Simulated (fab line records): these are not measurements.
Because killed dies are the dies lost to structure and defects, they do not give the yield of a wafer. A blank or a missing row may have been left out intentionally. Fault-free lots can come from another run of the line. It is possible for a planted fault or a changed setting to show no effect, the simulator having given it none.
Split-lot study + flow n5 finfet + 7 lots, 21 wafers read, on a route of 1938 steps

THE SPLIT ITSELF
At N5_MOL_CONTACT_COAG_COAT_76 (time 60 s, resist thk 10 nm), the setting spin rpm was moved away from the recipe's 1500 rpm on 7 of the 21 wafers read, by -9.3% to +5.7%. All remaining wafers had this setting at the recipe value.

FROM THE SPLIT TO THE READING: what the file shows between them, 7 steps
- N5_MOL_CONTACT_COAG_COAT_77: time 60 s, resist thk 10 nm
- N5_MOL_CONTACT_COAG_COAT_78: resist thk 40 nm
- N5_MOL_CONTACT_COAG_DESCUM_88: chemistry O2, time 7 s
- N5_MOL_CONTACT_COAG_ETCH_89: etches underlayer in N2/H2, target depth 13 nm, time 10.4 s
- N5_MOL_CONTACT_COAG_ETCH_90: etches SiARC in CF4, target depth 13 nm, time 21.7 s
- N5_MOL_CONTACT_COAG_ALD_131: deposits SiO2, target thk 5 nm, pulse time 1 s, co reactant pulse time 1 s
- N5_MOL_CONTACT_COAG_ETCHBACK_132: etches SiO2 in CHF3, target depth 10 nm, time 6.7 s

THE READING
SiARC_of_MOL_CONTACT_COAG_COAT_76.thk nm (the simulator's own value, which no gauge read), in nm, at N5_MOL_CONTACT_COAG_ETCH_91 (etches SOC in N2/H2, target depth 60 nm, overetch 21 nm, time 101.2 s). The file does not state a usual value for it. Across the 14 wafers here that went through the recipe, the average is 5.9 nm and the standard deviation 0.14 nm.

| wafer  | tool, chamber at the split | spin rpm as run, rpm | against the recipe | SiARC_of_MOL_CONTACT_COAG_COAT_76.thk nm, nm | against lot-mates on the recipe |
|--------|----------------------------|----------------------|--------------------|----------------------------------------------|---------------------------------|
| L078.1 | litho track-02, 0          | 1500                 | recipe             | 6                                            | -                               |
| L078.2 | litho track-02, 0          | 1500                 | recipe             | 6                                            | -                               |
| L078.6 | litho track-02, 0          | 1585                 | +5.7%              | 5.6                                          | -0.4                            |
| L080.1 | litho track-02, 0          | 1500                 | recipe             | 6                                            | -                               |
| L080.6 | litho track-02, 0          | 1500                 | recipe             | 6                                            | -                               |
| L080.2 | litho track-02, 0          | 1500                 | recipe             | 5.8                                          | -                               |
| L092.1 | litho track-02, 0          | 1500                 | recipe             | 5.6                                          | -                               |
| L092.3 | litho track-02, 0          | 1361                 | -9.3%              | 6.4                                          | +0.8                            |
| L092.4 | litho track-02, 0          | 1361                 | -9.3%              | 6.4                                          | +0.8                            |
| L093.2 | litho track-02, 0          | 1500                 | recipe             | 6                                            | -                               |
| L093.5 | litho track-02, 0          | 1500                 | recipe             | 5.6                                          | -                               |
| L093.6 | litho track-02, 0          | 1500                 | recipe             | 5.8                                          | -                               |
| L094.3 | litho track-02, 0          | 1440                 | -4.0%              | 6.2                                          | +0.4                            |
| L094.4 | litho track-02, 0          | 1440                 | -4.0%              | 6                                            | +0.2                            |
| L094.5 | litho track-02, 0          | 1500                 | recipe             | 5.8                                          | -                               |
| L096.1 | litho track-02, 0          | 1500                 | recipe             | 6                                            | -                               |
| L096.6 | litho track-02, 0          | 1500                 | recipe             | 6                                            | -                               |
| L096.5 | litho track-02, 0          | 1500                 | recipe             | 5.8                                          | -                               |
| L097.2 | litho track-05, 0          | 1500                 | recipe             | 5.8                                          | -                               |
| L097.4 | litho track-05, 0          | 1550                 | +3.3%              | 5.8                                          | +0.0                            |
| L097.5 | litho track-05, 0          | 1550                 | +3.3%              | 5.8                                          | +0.0                            |

FIT RESULTS
A straight line over all 21 wafers: SiARC_of_MOL_CONTACT_COAG_COAT_76.thk nm changes by -0.0519 nm for each +1% of spin rpm; r = -0.82; the points scatter about the line by 0.13 nm.
The same after taking each lot's own level away (the mean of its wafers on the recipe; 21 wafers): -0.0736 nm for each +1%; r = -0.91; scatter 0.12 nm.
On that fit, the largest move of spin rpm shifts the reading by 0.68 nm.
The lots' own levels span 5.60 to 6.00 nm, that is 2.8 times the standard deviation above.
So the slope is not independent of the lot-to-lot level: the two fits are not the same.
Check: with one of the wafers moved furthest among these (-9.3%) left out of the fit, the line predicts +0.674 nm for it against its lot-mates. Against them it came out at +0.8 nm.

OTHER SPLITS APPLIED TO THESE WAFERS
Before the reading, these wafers also passed through other splits. Each is held against what the fit with the lots' levels taken away leaves over:
| other split on the same wafers    | wafers away from the commonest value | r with SiARC_of_MOL_CONTACT_COAG_COAT_76.thk nm (lot level and that fit taken away) |
|-----------------------------------|--------------------------------------|-------------------------------------------------------------------------------------|
| N5_SD_EPI_P_EPI_21 time s         | 8                                    | -0.28                                                                               |
| N5_HKMG_FIN_COAT_41 spin rpm      | 5                                    | +0.09                                                                               |
| N5_HKMG_FIN_EXPOSE_46 dose mj     | 7                                    | +0.07                                                                               |
| N5_GATE_CUT_COAT_27 spin rpm      | 4                                    | +0.09                                                                               |
| N5_GATE_CUT_DESCUM_18 time s      | 10                                   | +0.28                                                                               |
| N5_MOL_CONTACT_COAG_ALD_27 time s | 6                                    | -0.48                                                                               |

THE WHOLE CHAIN: every reading that the file lists as answering this split, in the file's order
| step                        | what it does                                                          | reading                                                                                   | change (the file's fit)                | r (the file's) |
|-----------------------------|-----------------------------------------------------------------------|-------------------------------------------------------------------------------------------|----------------------------------------|----------------|
| N5_MOL_CONTACT_COAG_COAT_76 | time 60 s, resist thk 10 nm                                           | SiARC_of_MOL_CONTACT_COAG_COAT_76.thk nm (the simulator's own value, which no gauge read) | -0.0577 nm for each +1% of the setting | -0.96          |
| N5_MOL_CONTACT_COAG_ETCH_90 | etches SiARC in CF4, target depth 13 nm, time 21.7 s                  | etch.depth nm (the simulator's own value, which no gauge read)                            | -0.0572 nm for each +1% of the setting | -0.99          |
| N5_MOL_CONTACT_COAG_ETCH_91 | etches SOC in N2/H2, target depth 60 nm, overetch 21 nm, time 101.2 s | SiARC_of_MOL_CONTACT_COAG_COAT_76.thk nm (the simulator's own value, which no gauge read) | -0.075 nm for each +1% of the setting  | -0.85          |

FILE'S OWN FIT
SiARC_of_MOL_CONTACT_COAG_COAT_76.thk nm changes by -0.075 nm for each +1% of spin rpm, r = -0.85.
